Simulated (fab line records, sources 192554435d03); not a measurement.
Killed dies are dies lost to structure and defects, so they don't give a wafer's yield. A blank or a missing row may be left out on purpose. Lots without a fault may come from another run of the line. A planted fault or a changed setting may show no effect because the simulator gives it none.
Split-lot experiment | flow n5_finfet | 7 lots, 21 wafers read, on a route of 1938 steps

THE SPLIT
At N5_SD_EPI_P_COAT_03 (resist thk 150 nm), the setting spin_rpm was moved away from the recipe's 1500 rpm on 4 of the 21 wafers read, by -10.7% to +10.7%. The other wafers ran this setting at the recipe's value.

FROM THE SPLIT TO THE READING: what the file shows between them, 6 steps
- N5_SD_EPI_P_EBR_05
- N5_SD_EPI_P_SOFTBAKE_04: time 60 s
- N5_SD_EPI_P_EXPOSE_06: exposes mask SD P BLK, target cd 240 nm
- N5_SD_EPI_P_PEB_07: peb time 60 s
- N5_SD_EPI_P_DEVELOP_08: develop time 30 s
- N5_SD_EPI_P_DESCUM_14: chemistry O2, time 7.9 s

THE READING
CAR-ArF-block_of_SD_EPI_P_COAT_03.thk_nm (the simulator's own value, which no gauge read), in nm, at N5_SD_EPI_P_ETCH_36 (etches SiARC in CF4, target depth 45.5 nm, time 75.8 s). The file gives no usual value for it. The 17 wafers here that ran the recipe average 110.6 nm, standard deviation 0.5 nm.

wafer  | tool, chamber at the split | spin_rpm as run, rpm | against the recipe | CAR-ArF-block_of_SD_EPI_P_COAT_03.thk_nm, nm | against lot-mates on the recipe
L076.2 | litho_track-05, 0          | 1500                 | recipe             | 111                                          | -
L076.3 | litho_track-05, 0          | 1500                 | recipe             | 111.2                                        | -
L076.6 | litho_track-05, 0          | 1500                 | recipe             | 111.4                                        | -
L077.2 | litho_track-02, 0          | 1500                 | recipe             | 110.2                                        | -
L077.5 | litho_track-02, 0          | 1500                 | recipe             | 110.8                                        | -
L077.6 | litho_track-02, 0          | 1500                 | recipe             | 110.4                                        | -
L084.2 | litho_track-02, 0          | 1661                 | +10.7%             | 102.6                                        | -7.7
L084.4 | litho_track-02, 0          | 1500                 | recipe             | 110.4                                        | -
L084.6 | litho_track-02, 0          | 1500                 | recipe             | 110.2                                        | -
L086.1 | litho_track-02, 0          | 1500                 | recipe             | 110                                          | -
L086.3 | litho_track-02, 0          | 1412                 | -5.9%              | 114.6                                        | +4.5
L086.5 | litho_track-02, 0          | 1500                 | recipe             | 110.2                                        | -
L087.1 | litho_track-05, 0          | 1401                 | -6.6%              | 116.6                                        | +5.1
L087.2 | litho_track-05, 0          | 1500                 | recipe             | 111.2                                        | -
L087.5 | litho_track-05, 0          | 1500                 | recipe             | 111.8                                        | -
L094.1 | litho_track-02, 0          | 1500                 | recipe             | 110.8                                        | -
L094.5 | litho_track-02, 0          | 1500                 | recipe             | 110.4                                        | -
L094.6 | litho_track-02, 0          | 1500                 | recipe             | 110.4                                        | -
L096.3 | litho_track-02, 0          | 1500                 | recipe             | 110.2                                        | -
L096.4 | litho_track-02, 0          | 1500                 | recipe             | 110.4                                        | -
L096.6 | litho_track-02, 0          | 1339                 | -10.7%             | 118.8                                        | +8.5

THE FIT
A straight line over all 21 wafers: CAR-ArF-block_of_SD_EPI_P_COAT_03.thk_nm changes by -0.766 nm for each +1% of spin_rpm; r = -0.99; the points scatter about the line by 0.53 nm.
The same after taking each lot's own level away (the mean of its wafers on the recipe; 21 wafers): -0.757 nm for each +1%; r = -1.00; scatter 0.22 nm.
On that fit, the largest move of spin_rpm shifts the reading by 8.1 nm.
The lots' own levels span 110.10 to 111.50 nm, that is 2.8 times the standard deviation above.
So the lot-to-lot level changes the slope little: the two slopes agree.
Check: with one of the wafers moved furthest among these (+10.7%) left out of the fit, the line predicts -8.42 nm for it against its lot-mates. It came out at -7.7 nm against them.

THE WHOLE CHAIN: every reading that the file lists as answering this split, in the file's order
step                   | what it does                                           | reading                                                                                   | change (the file's fit)               | r (the file's)
N5_SD_EPI_P_COAT_03    | resist thk 150 nm                                      | CAR-ArF-block_of_SD_EPI_P_COAT_03.thk_nm (the simulator's own value, which no gauge read) | -0.744 nm for each +1% of the setting | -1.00
N5_SD_EPI_P_DEVELOP_08 | develop time 30 s                                      | CAR-ArF-block_of_SD_EPI_P_COAT_03.thk_nm (the simulator's own value, which no gauge read) | -0.75 nm for each +1% of the setting  | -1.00
N5_SD_EPI_P_ETCH_36    | etches SiARC in CF4, target depth 45.5 nm, time 75.8 s | CAR-ArF-block_of_SD_EPI_P_COAT_03.thk_nm (the simulator's own value, which no gauge read) | -0.759 nm for each +1% of the setting | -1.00

THE FILE'S OWN FIT
CAR-ArF-block_of_SD_EPI_P_COAT_03.thk_nm changes by -0.759 nm for each +1% of spin_rpm, r = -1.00.
